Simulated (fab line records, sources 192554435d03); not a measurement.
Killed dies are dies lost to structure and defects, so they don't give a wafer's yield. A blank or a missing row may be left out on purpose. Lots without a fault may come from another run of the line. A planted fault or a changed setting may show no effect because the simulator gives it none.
One fault seen from 3 desks | flow n5_finfet | each desk has only its own numbers; what lay behind them comes last

THE METROLOGY DESK
What the gauges read, lot by lot, whatever tool the lot ran on: means of the sampled wafers that have a number. A lot is out of limits, marked OUT, if its mean lies more than 4 standard deviations from the usual mean; the brackets give that distance. Of its 12 readings 7 are shown: the one that was out of limits first, and those that lie furthest out on some lot.
Columns: A = trench_depth_nm at N5_BEOL_M1_OCD_MEAS_38, usual 55.2 nm; B = DIBL_N at N5_BEOL_M4_RC_MEAS_101, usual 36.4 mV/V; C = DIBL_P at N5_BEOL_M4_RC_MEAS_101, usual 36.4 mV/V; D = IOFF_N at N5_BEOL_M4_RC_MEAS_101, usual 0.16 nA/um; E = IOFF_P at N5_BEOL_M4_RC_MEAS_101, usual 0.21 nA/um; F = ION_N at N5_BEOL_M4_RC_MEAS_101, usual 680 uA/um; G = VT_N at N5_BEOL_M4_RC_MEAS_101, usual 249 mV
lot  | first seen here | A               | B    | C    | D    | E    | F   | G
L116 | day 6 00:20     | 55.5            | 37.4 | 35.5 | 0.15 | 0.18 | 682 | 251
L120 | day 7 11:56     | 54.7            | 35.4 | 37.2 | 0.16 | 0.19 | 673 | 250
L121 | day 7 17:11     | 54.1            | 36.7 | 37.3 | 0.16 | 0.20 | 674 | 251
L125 | day 8 03:56     | 54.5            | 38.3 | 39.3 | 0.19 | 0.24 | 693 | 248
L126 | day 8 08:56     | 55.3            | 36.4 | 34.8 | 0.15 | 0.21 | 678 | 247
L127 | day 8 20:15     | 54.3            | 37.6 | 38.8 | 0.18 | 0.22 | 673 | 249
L134 | day 10 14:07    | 48.9 (-5.7) OUT | 35.7 | 35.3 | 0.14 | 0.17 | 671 | 253
L136 | day 11 07:10    | 49.2 (-5.5) OUT | 35.8 | 36.8 | 0.18 | 0.20 | 685 | 246
L137 | day 11 13:33    | 56.1            | 39.6 | 40.3 | 0.25 | 0.28 | 702 | 242
This desk's finding: out of limits on L134, L136; first on L134, day 10 19:55 (trench_depth_nm at N5_BEOL_M1_OCD_MEAS_38). In limits: L116, L120, L121, L125, L126, L127, L137.

THE TOOL OWNER'S DESK: rie_diel-03
The tool's own readings at N5_BEOL_M1_TRENCH_ETCH_37 (etches SiOC in C4F6/O2, target depth 55.207 nm, time 29 s): means of the sampled wafers that have a number, for each lot that ran on this tool. A lot is out of limits, marked OUT, if its mean lies more than 4 standard deviations from the usual mean; the brackets give that distance. Of its 8 readings 7 are shown: the one that was out of limits first, and those that lie furthest out on some lot.
Columns: A = O2_flow_sccm at N5_BEOL_M1_TRENCH_ETCH_37, usual 10.00 sccm; B = bias_w at N5_BEOL_M1_TRENCH_ETCH_37, usual 185.0 W; C = drypump_motor_current_A at N5_BEOL_M1_TRENCH_ETCH_37, usual 5.43 A; D = oes_product_au at N5_BEOL_M1_TRENCH_ETCH_37, usual 0.77 a.u.; E = rf_fwd_power_W at N5_BEOL_M1_TRENCH_ETCH_37, usual 350.0 W; F = rf_vpp_V at N5_BEOL_M1_TRENCH_ETCH_37, usual 667 V; G = throttle_valve_pct at N5_BEOL_M1_TRENCH_ETCH_37, usual 20.83 %
lot  | first seen here | A     | B     | C    | D    | E               | F             | G
L120 | day 8 03:21     | 10.00 | 184.9 | 5.49 | 0.74 | 349.9           | 665           | 20.81
L121 | day 8 04:25     | 10.02 | 184.3 | 5.71 | 0.75 | 350.0           | 668           | 20.66
L125 | day 8 11:13     | 10.02 | 185.4 | 5.50 | 0.74 | 349.7           | 665           | 20.82
L127 | day 8 21:44     | 10.02 | 184.6 | 5.68 | 0.70 | 350.7           | 675           | 20.74
L134 | day 10 19:46    | 10.00 | 185.1 | 5.50 | 0.68 | 265.4 (-47) OUT | 765 (+11) OUT | 20.84
L136 | day 11 08:46    | 9.98  | 184.7 | 5.25 | 0.67 | 265.6 (-47) OUT | 762 (+11) OUT | 20.97
This desk's finding: out of limits on L134, L136; first on L134, day 10 19:46 (rf_fwd_power_W at N5_BEOL_M1_TRENCH_ETCH_37). In limits: L120, L121, L125, L127.

THE DEFECT DESK
What the inspections along the route counted, lot by lot: means of the sampled wafers that have a number. A lot is out of limits, marked OUT, if its mean lies more than 4 standard deviations from the usual mean; the brackets give that distance.
Columns: A = raw_defect_count at N5_BEOL_M1_INSPECT_30, usual 424
lot  | first seen here | A
L116 | day 6 00:52     | 364
L120 | day 7 12:20     | 357
L121 | day 7 17:36     | 538
L125 | day 8 04:22     | 499
L126 | day 8 09:28     | 308
L127 | day 8 20:40     | 503
L134 | day 10 14:39    | 475
L136 | day 11 07:41    | 492
L137 | day 11 14:05    | 479
This desk's finding: nothing out of limits on any of the 9 lots.

PUT TOGETHER
The tool owner's desk could have raised an alarm at day 10 19:46, on L134, L136.
The metrology desk could have raised an alarm at day 10 19:55, on L134, L136.
The defect desk saw nothing out of limits.
The defect desk has L134, L136 on record, within its limits.
Of the lots named, all ran N5_BEOL_M1_TRENCH_ETCH_37 on rie_diel-03.

WHAT THE SIMULATOR HAD PUT IN
Process parameter drift: rie_diel-03, from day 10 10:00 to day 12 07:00, at N5_BEOL_M1_TRENCH_ETCH_37. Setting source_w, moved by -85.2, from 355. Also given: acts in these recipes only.
Lots struck among those shown: L134, L136.
Hours from the fault's start to each desk's first reading out of limits: the tool owner's desk, 10; the metrology desk, 10.
